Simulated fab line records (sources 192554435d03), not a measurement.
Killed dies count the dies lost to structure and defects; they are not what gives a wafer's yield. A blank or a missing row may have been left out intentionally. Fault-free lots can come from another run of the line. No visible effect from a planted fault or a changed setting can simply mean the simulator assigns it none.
Matching of chambers || flow n5Finfet || N5_BEOL_M6_CURE_75 on uvCure-02 has 3 sister chambers
The step cures SiCOH lowk, time 120 s. 3 wafers are shown with their chamber, then 10 later ones without.

== WAFERS WITH THEIR CHAMBER ==
{"wafer": "L075.5", "chamber": 2, "wafer_temp_C_max": 371.5}
{"wafer": "L085.6", "chamber": 0, "wafer_temp_C_max": 371.5}
{"wafer": "L091.3", "chamber": 1, "wafer_temp_C_max": 371.7}

== WAFERS WHOSE CHAMBER IS MISSING ==
{"wafer": "L091.6", "wafer_temp_C_max": 372.7}
{"wafer": "L092.2", "wafer_temp_C_max": 371.5}
{"wafer": "L092.3", "wafer_temp_C_max": 371.5}
{"wafer": "L092.4", "wafer_temp_C_max": 371.4}
{"wafer": "L095.2", "wafer_temp_C_max": 371.9}
{"wafer": "L095.3", "wafer_temp_C_max": 372.0}
{"wafer": "L095.4", "wafer_temp_C_max": 371.9}
{"wafer": "L097.1", "wafer_temp_C_max": 371.8}
{"wafer": "L097.4", "wafer_temp_C_max": 371.9}
{"wafer": "L097.5", "wafer_temp_C_max": 371.1}

== CHAMBER TAKEN BY EACH ==
{"wafer": "L091.6", "from the rows above": "can't be placed: 1 or 0 or 2", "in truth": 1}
{"wafer": "L092.2", "from the rows above": "can't be placed: 0 or 2 or 1", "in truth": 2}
{"wafer": "L092.3", "from the rows above": "can't be placed: 0 or 2 or 1", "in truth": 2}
{"wafer": "L092.4", "from the rows above": "can't be placed: 0 or 2 or 1", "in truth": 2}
{"wafer": "L095.2", "from the rows above": "can't be placed: 1 or 0 or 2", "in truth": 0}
{"wafer": "L095.3", "from the rows above": "can't be placed: 1 or 0 or 2", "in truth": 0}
{"wafer": "L095.4", "from the rows above": "can't be placed: 1 or 0 or 2", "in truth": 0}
{"wafer": "L097.1", "from the rows above": "can't be placed: 1 or 0 or 2", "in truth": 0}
{"wafer": "L097.4", "from the rows above": "can't be placed: 1 or 0 or 2", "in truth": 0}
{"wafer": "L097.5", "from the rows above": "can't be placed: 0 or 2 or 1", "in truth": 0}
Placed correctly: 0 of 10. Can't be placed from these rows: 10 (the true chamber is among the candidates in 10). 0 placed wrongly.
How it was worked out, from the rows above alone: a wafer's distance from a chamber is the root of the sum, over the readings, of the square of ((its reading less the chamber's mean) divided by the reading's scatter). If the next closest chamber is less than 2 further off than the closest, the wafer can't be placed; otherwise it belongs to the closest. For every chamber, the mean is computed from those of its wafers that are shown. The scatter: with one shown wafer a chamber, the root of the mean of the squares of how far each hidden wafer lies from its nearest shown one.
